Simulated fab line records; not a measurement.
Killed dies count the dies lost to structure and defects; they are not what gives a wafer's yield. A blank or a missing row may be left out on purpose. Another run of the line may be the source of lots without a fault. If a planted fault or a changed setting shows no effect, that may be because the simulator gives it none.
Lot-split experiment | flow n5Finfet | on a route of 1938 steps: 7 lots, 21 wafers read

ON THE SPLIT
At N5_WELL_APT_EXPOSE_05 (exposes mask NWELL, defocus 0 nm, target cd 200 nm), the setting doseMj was moved away from the recipe's 20.3 on 9 of the 21 wafers read, by -5.3% to +6.7%. All remaining wafers had this setting at the recipe value.

FROM THE SPLIT TO THE READING: what the file shows between them, 3 steps
- N5_WELL_APT_PEB_06: peb time 90 s
- N5_WELL_APT_DEVELOP_07: develop time 45 s
- N5_WELL_APT_HARDBAKE_12: time 120 s

THE READING
cdNm at N5_WELL_APT_CD_MEAS_08, given in nm (cd target 200 nm). Fault-free wafers of this fab line usually give 199.8 nm, standard deviation 1.2 nm.

wafer  | tool, chamber at the split | doseMj as run | against the recipe | cdNm, nm | against lot-mates on the recipe
L074.1 | krfScanner-02, 0           | 20.3          | recipe             | 200.6    | -
L074.4 | krfScanner-02, 0           | 20.3          | recipe             | 199.6    | -
L074.5 | krfScanner-02, 0           | 19.23         | -5.3%              | 192.9    | -7.2
L080.1 | krfScanner-02, 0           | 20.3          | recipe             | 199.3    | -
L080.3 | krfScanner-02, 0           | 21.66         | +6.7%              | 210.1    | +10.8
L080.6 | krfScanner-02, 0           | 21.66         | +6.7%              | 209.0    | +9.7
L084.1 | krfScanner-02, 0           | 19.33         | -4.8%              | 193.5    | -7.1
L084.2 | krfScanner-02, 0           | 20.3          | recipe             | 200.8    | -
L084.3 | krfScanner-02, 0           | 20.3          | recipe             | 200.4    | -
L087.2 | krfScanner-02, 0           | 19.75         | -2.7%              | 195.6    | -6.4
L087.3 | krfScanner-02, 0           | 20.3          | recipe             | 202.0    | -
L087.6 | krfScanner-02, 0           | 19.75         | -2.7%              | 197.8    | -4.2
L091.1 | krfScanner-02, 0           | 19.46         | -4.1%              | 191.8    | -8.0
L091.4 | krfScanner-02, 0           | 20.3          | recipe             | 199.8    | -
L091.5 | krfScanner-02, 0           | 19.46         | -4.1%              | 194.2    | -5.6
L094.1 | krfScanner-01, 0           | 20.74         | +2.2%              | 204.7    | +4.9
L094.3 | krfScanner-01, 0           | 20.3          | recipe             | 200.2    | -
L094.5 | krfScanner-01, 0           | 20.3          | recipe             | 199.4    | -
L095.3 | krfScanner-01, 0           | 20.3          | recipe             | 199.5    | -
L095.4 | krfScanner-01, 0           | 20.3          | recipe             | 199.4    | -
L095.6 | krfScanner-01, 0           | 20.3          | recipe             | 197.9    | -

FIT RESULTS
A straight line over all 21 wafers: cdNm changes by +1.46 nm for each +1% of doseMj; r = +0.97; the points scatter about the line by 1.1 nm.
The same after taking each lot's own level away (the mean of its wafers on the recipe; 21 wafers): +1.57 nm for each +1%; r = +0.98; scatter 0.87 nm.
Per that fit: largest doseMj move, reading shift of 11 nm.
Across the lots, their own levels run from 198.93 to 202.00 nm, a range of 2.6 times the standard deviation given above.
Hence the lot-to-lot level has little effect on the slope; both slopes agree.
Check: +10.4 nm against its lot-mates is what the line predicts for one of the wafers moved furthest among these (+6.7%) when that wafer is left out of the fit. Against them it came out at +10.8 nm.

THE OTHER SPLITS THESE WAFERS WENT THROUGH
Other splits were also applied to these wafers ahead of the reading. Each is held against what the fit with the lots' levels taken away leaves over:
other split on the same wafers | wafers away from the commonest value | r with cdNm (lot level and that fit taken away)
N5_ZERO_LAYER_ETCH_18 icpW     | 9                                    | -0.04

THE WHOLE CHAIN: every reading that the file lists as answering this split, in the file's order
step                   | what it does             | reading                                                        | change (the file's fit)              | r (the file's)
N5_WELL_APT_CD_MEAS_08 | target cd 200 nm         | cdNm                                                           | +1.55 nm for each +1% of the setting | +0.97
N5_WELL_APT_DESCUM_13  | chemistry O2, time 7.9 s | WELL_APT.cdNm (the simulator's own value, which no gauge read) | +1.55 nm for each +1% of the setting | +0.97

FILE'S OWN FIT
cdNm changes by +1.55 nm for each +1% of doseMj, r = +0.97.
